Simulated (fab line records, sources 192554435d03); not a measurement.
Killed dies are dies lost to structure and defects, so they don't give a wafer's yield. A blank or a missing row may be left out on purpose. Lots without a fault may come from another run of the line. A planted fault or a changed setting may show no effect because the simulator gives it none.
Which tool did it? | flow n5_finfet | 11 lots, 32 wafers sampled, at 5 steps of a route of 1938

WHAT THE GAUGES READ, wafer by wafer
The record holds no reading of a measuring or inspecting step that can be judged against a usual standard deviation.

WHICH TOOL RAN EACH LOT (tool, then ch and the chambers of the sampled wafers, then the start)
lot  | N5_MOL_CONTACT_COAG_WET_ETCH_26     | N5_MIM_TOP_ETCH_ETCH_00           | N5_PASSIVATION_DESCUM_12           | N5_PASSIVATION_STRIP_34            | N5_PASSIVATION_PROBE_49
L307 | wet_bench-04 ch 3,4,5, day 5 11:54  | rie_metal-02 ch 0,1, day 13 00:48 | rie_diel-02 ch 0,1,3, day 13 05:32 | rie_diel-01 ch 1,2,3, day 13 07:58 | -
L308 | wet_bench-03 ch 2,3,6, day 5 17:23  | rie_metal-02 ch 0,1, day 12 09:08 | rie_diel-02 ch 0,1, day 12 12:19   | rie_diel-03 ch 1,2,3, day 12 15:06 | -
L309 | wet_bench-03 ch 0,1,2, day 5 23:50  | rie_metal-03 ch 0, day 12 14:29   | rie_diel-04 ch 0,2, day 12 17:10   | rie_diel-03 ch 0,1,2, day 12 19:38 | -
L313 | wet_bench-03 ch 3,5, day 6 23:26    | rie_metal-02 ch 0,1, day 13 11:11 | rie_diel-02 ch 1,3, day 13 16:04   | rie_diel-05 ch 2,3, day 13 19:06   | -
L315 | wet_bench-06 ch 0,2,7, day 7 15:12  | rie_metal-02 ch 0,1, day 14 05:38 | rie_diel-02 ch 0,3, day 14 09:48   | rie_diel-01 ch 2,3, day 14 11:58   | -
L316 | wet_bench-03 ch 0,4,7, day 7 20:56  | rie_metal-03 ch 0,1, day 14 17:52 | rie_diel-06 ch 0,2,3, day 14 22:41 | rie_diel-05 ch 0,2,3, day 15 01:12 | -
L317 | wet_bench-06 ch 1,3,4, day 8 03:37  | rie_metal-02 ch 0,1, day 15 04:48 | rie_diel-04 ch 1,2,3, day 15 08:31 | rie_diel-05 ch 0,2,3, day 15 10:57 | -
L318 | wet_bench-06 ch 1,4,5, day 8 06:36  | rie_metal-02 ch 0,1, day 14 16:07 | rie_diel-02 ch 0,1,3, day 14 18:54 | rie_diel-05 ch 0,2,3, day 14 20:56 | prober-01, day 15 01:26
L319 | wet_bench-06 ch 0,1,7, day 8 08:32  | rie_metal-02 ch 0,1, day 14 20:42 | rie_diel-02 ch 0,2, day 15 00:13   | rie_diel-05 ch 2,3, day 15 02:25   | -
L323 | wet_bench-03 ch 2,4,5, day 9 14:05  | -                                 | -                                  | -                                  | prober-01, day 16 22:23
L328 | wet_bench-06 ch 3,4,5, day 10 16:19 | rie_metal-03 ch 1, day 17 08:29   | rie_diel-06 ch 0,2,3, day 17 12:08 | rie_diel-01 ch 1,2,3, day 17 14:26 | -
- N5_MOL_CONTACT_COAG_WET_ETCH_26: target Co, target depth 13 nm.
- N5_MIM_TOP_ETCH_ETCH_00: etches TiN in Cl2/BCl3, target depth 38.5 nm.
- N5_PASSIVATION_DESCUM_12: chemistry O2, time 7.9 s.
- N5_PASSIVATION_STRIP_34: strips in O2.
- N5_PASSIVATION_PROBE_49

WHAT THE TOOLS THEMSELVES READ (means of the sampled wafers that have a number; where no wafer has one, the mark that the record gives instead)
N5_MIM_TOP_ETCH_ETCH_00. Usual: chamber_pressure_mTorr 10.000 mTorr, standard deviation 0.0098; drypump_motor_current_A 5.7 A, standard deviation 0.47; oes_product_au 0.81 a.u., standard deviation 0.094; throttle_valve_pct 22.72 %, standard deviation 0.19.
lot  | tool         | chamber_pressure_mTorr (mTorr) | drypump_motor_current_A (A) | oes_product_au (a.u.) | throttle_valve_pct (%) | flag
L307 | rie_metal-02 | 9.999                          | 5.4                         | 0.88                  | 22.76                  |
L308 | rie_metal-02 | 10.006                         | 5.7                         | 0.81                  | 22.73                  |
L309 | rie_metal-03 | 10.005                         | 5.6                         | 0.68                  | 23.00                  |
L313 | rie_metal-02 | 9.991                          | 5.5                         | 0.84                  | 22.73                  |
L315 | rie_metal-02 | 10.004                         | 5.7                         | 0.79                  | 22.76                  |
L316 | rie_metal-03 | 9.998                          | 5.7                         | 0.73                  | 22.77                  |
L317 | rie_metal-02 | 10.000                         | 5.4                         | 0.85                  | 22.77                  |
L318 | rie_metal-02 | 9.997                          | 5.4                         | 0.86                  | 22.75                  |
L319 | rie_metal-02 | 9.996                          | 5.4                         | 0.85                  | 22.76                  |
L328 | rie_metal-03 | 10.002                         | 5.9                         | 0.82                  | 22.32                  |

N5_PASSIVATION_DESCUM_12. Usual: chamber_pressure_mTorr 19.999 mTorr, standard deviation 0.021; drypump_motor_current_A 5.8 A, standard deviation 0.4; o2_flow_sccm 225.0 sccm, standard deviation 0.72; oes_product_au 0.77 a.u., standard deviation 0.058; rf_vpp_V 243.5 V, standard deviation 1.5; showerhead_plenum_p_Torr 2.13 Torr, standard deviation 0.089; throttle_valve_pct 20.50 %, standard deviation 0.29.
lot  | tool        | chamber_pressure_mTorr (mTorr) | drypump_motor_current_A (A) | o2_flow_sccm (sccm) | oes_product_au (a.u.) | rf_vpp_V (V) | showerhead_plenum_p_Torr (Torr) | throttle_valve_pct (%) | flag
L307 | rie_diel-02 | 20.001                         | 5.5                         | 224.5               | 0.79                  | 244.2        | 2.21                            | 20.43                  |
L308 | rie_diel-02 | 20.013                         | 5.4                         | 224.7               | 0.82                  | 243.6        | 2.22                            | 20.51                  |
L309 | rie_diel-04 | 20.001                         | 5.5                         | 224.4               | 0.84                  | 241.8        | 2.04                            | 20.30                  |
L313 | rie_diel-02 | 20.011                         | 5.8                         | 225.3               | 0.82                  | 244.6        | 2.22                            | 20.21                  |
L315 | rie_diel-02 | 19.999                         | 5.6                         | 224.8               | 0.76                  | 244.6        | 2.20                            | 20.34                  |
L316 | rie_diel-06 | 19.987                         | 5.7                         | 225.1               | 0.73                  | 243.3        | 2.12                            | 20.54                  |
L317 | rie_diel-04 | 19.987                         | 5.6                         | 225.3               | 0.85                  | 242.5        | 2.05                            | 20.38                  |
L318 | rie_diel-02 | 19.986                         | 5.5                         | 225.3               | 0.78                  | 244.8        | 2.21                            | 20.45                  |
L319 | rie_diel-02 | 20.007                         | 6.0                         | 225.5               | 0.74                  | 242.3        | 2.08                            | 20.93                  |
L328 | rie_diel-06 | 19.999                         | 5.7                         | 225.4               | 0.81                  | 244.9        | 2.20                            | 20.46                  |

N5_PASSIVATION_STRIP_34. Usual: chamber_pressure_mTorr 29.99 mTorr, standard deviation 0.087; drypump_motor_current_A 5.7 A, standard deviation 0.42; o2_flow_sccm 225.1 sccm, standard deviation 0.68; oes_product_au 0.81 a.u., standard deviation 0.076; rf_vpp_V 3.7 V, standard deviation 1.6; showerhead_plenum_p_Torr 2.09 Torr, standard deviation 0.062; throttle_valve_pct 16.60 %, standard deviation 0.22.
lot  | tool        | chamber_pressure_mTorr (mTorr) | drypump_motor_current_A (A) | o2_flow_sccm (sccm) | oes_product_au (a.u.) | rf_vpp_V (V) | showerhead_plenum_p_Torr (Torr) | throttle_valve_pct (%) | flag
L307 | rie_diel-01 | 30.07                          | 5.5                         | 225.0               | 0.86                  | 3.6          | 2.06                            | 16.59                  |
L308 | rie_diel-03 | 30.02                          | 6.1                         | 224.4               | 0.81                  | 3.7          | 2.09                            | 16.70                  |
L309 | rie_diel-03 | 29.97                          | 6.0                         | 224.8               | 0.87                  | 4.0          | 2.11                            | 16.50                  |
L313 | rie_diel-05 | 30.02                          | 5.8                         | 224.7               | 0.79                  | 4.1          | 2.09                            | 16.61                  |
L315 | rie_diel-01 | 30.01                          | 5.4                         | 224.1               | 0.83                  | 1.8          | 2.04                            | 16.83                  |
L316 | rie_diel-05 | 30.04                          | 5.7                         | 225.3               | 0.78                  | 5.5          | 2.13                            | 16.55                  |
L317 | rie_diel-05 | 29.97                          | 5.8                         | 224.8               | 0.78                  | 4.3          | 2.13                            | 16.58                  |
L318 | rie_diel-05 | 30.03                          | 5.8                         | 223.8               | 0.77                  | 3.8          | 2.13                            | 16.58                  |
L319 | rie_diel-05 | 30.00                          | 5.8                         | 225.3               | 0.76                  | 3.5          | 2.08                            | 16.74                  |
L328 | rie_diel-01 | 29.97                          | 5.5                         | 225.2               | 0.81                  | 3.5          | 2.05                            | 16.67                  |

N5_PASSIVATION_PROBE_49. Usual: killed_at_M0_to_M3 32, standard deviation 9.7; killed_at_M4_up 14, standard deviation 5.3; killed_at_contacts 11, standard deviation 6; killed_at_front_end 39, standard deviation 14; killed_at_other 3.3, standard deviation 2.7; killed_dies 100, standard deviation 17; killed_on_rim 14, standard deviation 4; killed_open 66, standard deviation 13; killed_short 32, standard deviation 7.4.
lot  | tool      | killed_at_M0_to_M3 | killed_at_M4_up | killed_at_contacts | killed_at_front_end | killed_at_other | killed_dies | killed_on_rim | killed_open | killed_short | flag
L318 | prober-01 | 30                 | 14              | 13                 | 26                  | 3.0             | 86          | 9             | 56          | 29           |
L323 | prober-01 | 34                 | 13              | 1075               | 55                  | 2.3             | 1180        | 152           | 82          | 36           | OFF

THE ANSWER, worked out from the rows above alone
Rule: a lot is off if the mean of its wafers that have a number lies more than 3 standard deviations from the usual mean. A lot without any number at a reading at which 4 lots or more have one is off too. The other lots that the step has rows for count as sound. The gauges are gone through in route order, then the tools' own readings, and for those a lot's mean is taken as printed above. The first step at which some lot is off is used, and at that step the reading that is off furthest; a lot without a number counts as furthest.
Off: L323, at N5_PASSIVATION_PROBE_49 (killed_at_contacts). Neither off nor sound, because the step has no rows for them: L307, L308, L309, L313, L315, L316, L317, L319, L328.
A tool fits if, at that step or a process step before it, it ran every lot that is off, and no sound lot after the first of them. Can't be told from this: 2 tools fit, wet_bench-03 at N5_MOL_CONTACT_COAG_WET_ETCH_26, prober-01 at N5_PASSIVATION_PROBE_49.

WHAT THE SIMULATOR HAD PUT IN
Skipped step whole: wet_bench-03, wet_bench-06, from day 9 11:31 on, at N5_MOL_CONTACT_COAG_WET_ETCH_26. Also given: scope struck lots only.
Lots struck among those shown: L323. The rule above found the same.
